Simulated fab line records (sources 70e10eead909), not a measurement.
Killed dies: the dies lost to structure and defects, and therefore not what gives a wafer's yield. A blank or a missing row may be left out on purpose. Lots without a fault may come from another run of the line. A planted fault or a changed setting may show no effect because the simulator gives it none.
What tool caused it? || flow nandHarc || Sampling: 13 lots, 39 wafers, 6 of 1302 route steps

== WHAT EACH GAUGE READ, for each wafer ==
NHARC_A_ONON_D1_THK_MEAS_14: measures by ellipsometry.
{"lot": "L720", "measured": "day 7 22:44", "on": "filmMetro-01", "thkNm (nm)": "992 992 992"}
{"lot": "L722", "measured": "day 8 14:22", "on": "filmMetro-02", "thkNm (nm)": "1007 1008 1008"}
{"lot": "L723", "measured": "day 8 22:59", "on": "filmMetro-01", "thkNm (nm)": "999 1000 998"}
{"lot": "L724", "measured": "day 9 13:44", "on": "filmMetro-02", "thkNm (nm)": "1012 1012 1012"}
{"lot": "L725", "measured": "day 10 01:23", "on": "filmMetro-02", "thkNm (nm)": "1015 1017 1016"}
{"lot": "L726", "measured": "day 10 01:22", "on": "filmMetro-01", "thkNm (nm)": "983 982 982"}
{"lot": "L730", "measured": "day 11 20:12", "on": "filmMetro-02", "thkNm (nm)": "970 969 968"}
{"lot": "L733", "measured": "day 13 07:52", "on": "filmMetro-02", "thkNm (nm)": "988 991 990"}
{"lot": "L735", "measured": "day 13 22:14", "on": "filmMetro-02", "thkNm (nm)": "995 996 997"}
{"lot": "L736", "measured": "day 14 11:26", "on": "filmMetro-02", "thkNm (nm)": "1001 1002 1002"}
{"lot": "L739", "measured": "day 15 16:57", "on": "filmMetro-02", "thkNm (nm)": "987 986 989"}
{"lot": "L741", "measured": "day 16 09:17", "on": "filmMetro-01", "thkNm (nm)": "1010 1011 1010"}
{"lot": "L742", "measured": "day 17 02:35", "on": "filmMetro-01", "thkNm (nm)": "1017 1018 1017"}

NHARC_A_ONON_D1_THK_MEAS_18: measures by ellipsometry.
{"lot": "L720", "measured": "day 8 09:50", "on": "filmMetro-02", "thkNm (nm)": "1004 1001 1001"}
{"lot": "L722", "measured": "day 8 22:08", "on": "filmMetro-01", "thkNm (nm)": "993 991 991"}
{"lot": "L723", "measured": "day 9 06:35", "on": "filmMetro-02", "thkNm (nm)": "996 994 997"}
{"lot": "L724", "measured": "day 9 22:36", "on": "filmMetro-01", "thkNm (nm)": "998 998 1000"}
{"lot": "L725", "measured": "day 10 09:27", "on": "filmMetro-02", "thkNm (nm)": "984 986 981"}
{"lot": "L726", "measured": "day 10 09:26", "on": "filmMetro-01", "thkNm (nm)": "994 993 994"}
{"lot": "L730", "measured": "day 12 04:02", "on": "filmMetro-01", "thkNm (nm)": "986 985 987"}
{"lot": "L733", "measured": "day 13 15:56", "on": "filmMetro-01", "thkNm (nm)": "1006 1008 1005"}
{"lot": "L735", "measured": "day 14 06:14", "on": "filmMetro-02", "thkNm (nm)": "1007 737 1006"}
{"lot": "L736", "measured": "day 14 19:13", "on": "filmMetro-02", "thkNm (nm)": "741 742 741"}
{"lot": "L739", "measured": "day 16 04:04", "on": "filmMetro-01", "thkNm (nm)": "999 999 1002"}
{"lot": "L741", "measured": "day 16 19:21", "on": "filmMetro-01", "thkNm (nm)": "1002 1003 999"}
{"lot": "L742", "measured": "day 17 10:22", "on": "filmMetro-02", "thkNm (nm)": "1001 1003 1003"}

NHARC_END_SORT_01.
{"lot": "L735", "measured": "day 30 10:53", "on": "prober-01", "killedAtArray": 82, "killedAtOther": 0, "killedAtPeriphery": 5, "killedDies": 87, "killedOpen": 2, "killedShort": 1}

== TOOL THAT RAN EACH LOT (tool first, then ch and the chambers of the sampled wafers, then the start) ==
{"lot": "L720", "NHARC_A_ZERO_WELL_ETCH_13": "rieSi-06 ch 1,3, day 6 21:58", "NHARC_A_ONON_D1_DEP_16": "pecvdOnon-01 ch 0, day 8 09:19", "NHARC_A_ONON_D1_DEP_33": "pecvd-01 ch 1,2, day 8 12:11"}
{"lot": "L722", "NHARC_A_ZERO_WELL_ETCH_13": "rieSi-06 ch 0,1,2, day 7 14:31", "NHARC_A_ONON_D1_DEP_16": "pecvdOnon-03 ch 0, day 8 21:41", "NHARC_A_ONON_D1_DEP_33": "pecvd-01 ch 0,1, day 9 00:28"}
{"lot": "L723", "NHARC_A_ZERO_WELL_ETCH_13": "rieSi-02 ch 0,1,2, day 7 20:31", "NHARC_A_ONON_D1_DEP_16": "pecvdOnon-02 ch 0, day 9 06:04", "NHARC_A_ONON_D1_DEP_33": "pecvd-04 ch 0,1, day 9 08:55"}
{"lot": "L724", "NHARC_A_ZERO_WELL_ETCH_13": "rieSi-02 ch 0,2, day 8 11:57", "NHARC_A_ONON_D1_DEP_16": "pecvdOnon-02 ch 0, day 9 22:12", "NHARC_A_ONON_D1_DEP_33": "pecvd-03 ch 0,1,2, day 10 00:55"}
{"lot": "L725", "NHARC_A_ZERO_WELL_ETCH_13": "rieSi-06 ch 1,2, day 9 01:01", "NHARC_A_ONON_D1_DEP_16": "pecvdOnon-02 ch 0, day 10 08:56", "NHARC_A_ONON_D1_DEP_33": "pecvd-04 ch 0,2, day 10 11:49"}
{"lot": "L726", "NHARC_A_ZERO_WELL_ETCH_13": "rieSi-02 ch 0,1,3, day 9 02:14", "NHARC_A_ONON_D1_DEP_16": "pecvdOnon-03 ch 0, day 10 08:56", "NHARC_A_ONON_D1_DEP_33": "pecvd-03 ch 0,1, day 10 11:46"}
{"lot": "L730", "NHARC_A_ZERO_WELL_ETCH_13": "rieSi-04 ch 0,1,3, day 10 20:14", "NHARC_A_ONON_D1_DEP_16": "pecvdOnon-01 ch 0, day 12 03:35", "NHARC_A_ONON_D1_DEP_33": "pecvd-01 ch 0,2, day 12 06:23"}
{"lot": "L733", "NHARC_A_ZERO_WELL_ETCH_13": "rieSi-02 ch 0,2, day 12 05:32", "NHARC_A_ONON_D1_DEP_16": "pecvdOnon-03 ch 0, day 13 15:29", "NHARC_A_ONON_D1_DEP_33": "pecvd-01 ch 1,2, day 13 18:21"}
{"lot": "L735", "NHARC_A_ZERO_WELL_ETCH_13": "rieSi-02 ch 0,1, day 12 22:29", "NHARC_A_ONON_D1_DEP_16": "pecvdOnon-01 ch 0, day 14 05:51", "NHARC_A_ONON_D1_DEP_33": "pecvd-04 ch 0,1, day 14 08:33"}
{"lot": "L736", "NHARC_A_ZERO_WELL_ETCH_13": "rieSi-02 ch 2,3, day 13 09:07", "NHARC_A_ONON_D1_DEP_16": "pecvdOnon-01 ch 0, day 14 18:43", "NHARC_A_ONON_D1_DEP_33": "pecvd-03 ch 0,1, day 14 21:38"}
{"lot": "L739", "NHARC_A_ZERO_WELL_ETCH_13": "rieSi-02 ch 0,1,3, day 14 17:04", "NHARC_A_ONON_D1_DEP_16": "pecvdOnon-02 ch 0, day 16 03:37", "NHARC_A_ONON_D1_DEP_33": "pecvd-04 ch 0,2, day 16 06:25"}
{"lot": "L741", "NHARC_A_ZERO_WELL_ETCH_13": "rieSi-06 ch 1,2,3, day 15 09:49", "NHARC_A_ONON_D1_DEP_16": "pecvdOnon-03 ch 0, day 16 18:55", "NHARC_A_ONON_D1_DEP_33": "pecvd-03 ch 0,1,2, day 16 21:41"}
{"lot": "L742", "NHARC_A_ZERO_WELL_ETCH_13": "rieSi-02 ch 1,3, day 16 00:25", "NHARC_A_ONON_D1_DEP_16": "pecvdOnon-02 ch 0, day 17 09:51", "NHARC_A_ONON_D1_DEP_33": "pecvd-03 ch 0,1, day 17 12:44"}
- NHARC_A_ZERO_WELL_ETCH_13: etches the open film in HBr/Cl2, target depth 120 nm, time 40.1 s.
- NHARC_A_ONON_D1_DEP_16: target thk 1000 nm.
- NHARC_A_ONON_D1_DEP_33: deposits SiO2, target thk 200 nm.

== WHAT THE TOOLS THEMSELVES READ (means of the sampled wafers that have a number; where no wafer has one, the mark that the record gives instead) ==
NHARC_A_ZERO_WELL_ETCH_13.
{"lot": "L720", "tool": "rieSi-06", "drypumpMotorCurrentA (A)": 5.2, "oesProductAu (a.u.)": 1.008, "throttleValvePct (%)": 26.405}
{"lot": "L722", "tool": "rieSi-06", "drypumpMotorCurrentA (A)": 5.5, "oesProductAu (a.u.)": 1.010, "throttleValvePct (%)": 26.407}
{"lot": "L723", "tool": "rieSi-02", "drypumpMotorCurrentA (A)": 5.7, "oesProductAu (a.u.)": 1.002, "throttleValvePct (%)": 26.416}
{"lot": "L724", "tool": "rieSi-02", "drypumpMotorCurrentA (A)": 5.7, "oesProductAu (a.u.)": 1.000, "throttleValvePct (%)": 26.401}
{"lot": "L725", "tool": "rieSi-06", "drypumpMotorCurrentA (A)": 5.2, "oesProductAu (a.u.)": 1.015, "throttleValvePct (%)": 26.409}
{"lot": "L726", "tool": "rieSi-02", "drypumpMotorCurrentA (A)": 5.8, "oesProductAu (a.u.)": 0.990, "throttleValvePct (%)": 26.400}
{"lot": "L730", "tool": "rieSi-04", "drypumpMotorCurrentA (A)": 5.9, "oesProductAu (a.u.)": 0.996, "throttleValvePct (%)": 26.407}
{"lot": "L733", "tool": "rieSi-02", "drypumpMotorCurrentA (A)": 5.7, "oesProductAu (a.u.)": 0.987, "throttleValvePct (%)": 26.408}
{"lot": "L735", "tool": "rieSi-02", "drypumpMotorCurrentA (A)": 5.7, "oesProductAu (a.u.)": 1.001, "throttleValvePct (%)": 26.410}
{"lot": "L736", "tool": "rieSi-02", "drypumpMotorCurrentA (A)": 5.8, "oesProductAu (a.u.)": 0.995, "throttleValvePct (%)": 26.404}
{"lot": "L739", "tool": "rieSi-02", "drypumpMotorCurrentA (A)": 5.8, "oesProductAu (a.u.)": 0.992, "throttleValvePct (%)": 26.404}
{"lot": "L741", "tool": "rieSi-06", "drypumpMotorCurrentA (A)": 5.4, "oesProductAu (a.u.)": 1.012, "throttleValvePct (%)": 26.406}
{"lot": "L742", "tool": "rieSi-02", "drypumpMotorCurrentA (A)": 5.8, "oesProductAu (a.u.)": 1.006, "throttleValvePct (%)": 26.414}

NHARC_A_ONON_D1_DEP_33.
{"lot": "L720", "tool": "pecvd-01", "heaterPowerOuterW (W)": 316, "heaterPowerW (W)": 552, "throttleValvePct (%)": 15.9}
{"lot": "L722", "tool": "pecvd-01", "heaterPowerOuterW (W)": 338, "heaterPowerW (W)": 556, "throttleValvePct (%)": 15.8}
{"lot": "L723", "tool": "pecvd-04", "heaterPowerOuterW (W)": 370, "heaterPowerW (W)": 587, "throttleValvePct (%)": 15.3}
{"lot": "L724", "tool": "pecvd-03", "heaterPowerOuterW (W)": 241, "heaterPowerW (W)": 506, "throttleValvePct (%)": 15.5}
{"lot": "L725", "tool": "pecvd-04", "heaterPowerOuterW (W)": 282, "heaterPowerW (W)": 570, "throttleValvePct (%)": 15.8}
{"lot": "L726", "tool": "pecvd-03", "heaterPowerOuterW (W)": 196, "heaterPowerW (W)": 423, "throttleValvePct (%)": 15.7}
{"lot": "L730", "tool": "pecvd-01", "heaterPowerOuterW (W)": 335, "heaterPowerW (W)": 599, "throttleValvePct (%)": 15.8}
{"lot": "L733", "tool": "pecvd-01", "heaterPowerOuterW (W)": 328, "heaterPowerW (W)": 561, "throttleValvePct (%)": 16.0}
{"lot": "L735", "tool": "pecvd-04", "heaterPowerOuterW (W)": 396, "heaterPowerW (W)": 617, "throttleValvePct (%)": 14.9}
{"lot": "L736", "tool": "pecvd-03", "heaterPowerOuterW (W)": 241, "heaterPowerW (W)": 487, "throttleValvePct (%)": 16.2}
{"lot": "L739", "tool": "pecvd-04", "heaterPowerOuterW (W)": 354, "heaterPowerW (W)": 627, "throttleValvePct (%)": 15.5}
{"lot": "L741", "tool": "pecvd-03", "heaterPowerOuterW (W)": 252, "heaterPowerW (W)": 513, "throttleValvePct (%)": 15.5}
{"lot": "L742", "tool": "pecvd-03", "heaterPowerOuterW (W)": 188, "heaterPowerW (W)": 409, "throttleValvePct (%)": 15.8}

== THE ANSWER, worked out from the rows above alone ==
Rule: usual is defined by the lots themselves. The widest of any qualifying gaps counts: lots, ordered by their means at a reading, are off when they make up no more than a third of the lots, leave a main group of 4 or more, and stand apart from it by 3 or more times the standard deviation of that group's means. A main group whose means are all the same, to the digits that the tables above print for the reading, isn't used. A lot without any number at a reading at which 4 lots or more have one is off too. All remaining lots with rows at the step are treated as sound. First the gauges in route order, then the tools' own readings, where a lot's mean is used as printed above. At the first step where some lot is off, the reading lying furthest off is the one used; lots without a number count as furthest.
Off, at NHARC_A_ONON_D1_THK_MEAS_18 on thkNm: L735, L736. Mean 996 nm and standard deviation 6.8 in the main group.
A tool fits if, at a process step before that reading, it ran every lot that is off, and no sound lot after the first of them. Gauges at NHARC_A_ONON_D1_THK_MEAS_18: tried the same way as those tools. One fits: pecvdOnon-01 at NHARC_A_ONON_D1_DEP_16. A fault onset in the window from L730 (day 12 03:35, its last sound lot) to L735 (day 14 05:51, its first lot off) fits.

== WHAT THE SIMULATOR PUT IN ==
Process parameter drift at NHARC_A_ONON_D1_DEP_16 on pecvdOnon-01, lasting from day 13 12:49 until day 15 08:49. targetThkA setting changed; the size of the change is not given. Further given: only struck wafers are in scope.
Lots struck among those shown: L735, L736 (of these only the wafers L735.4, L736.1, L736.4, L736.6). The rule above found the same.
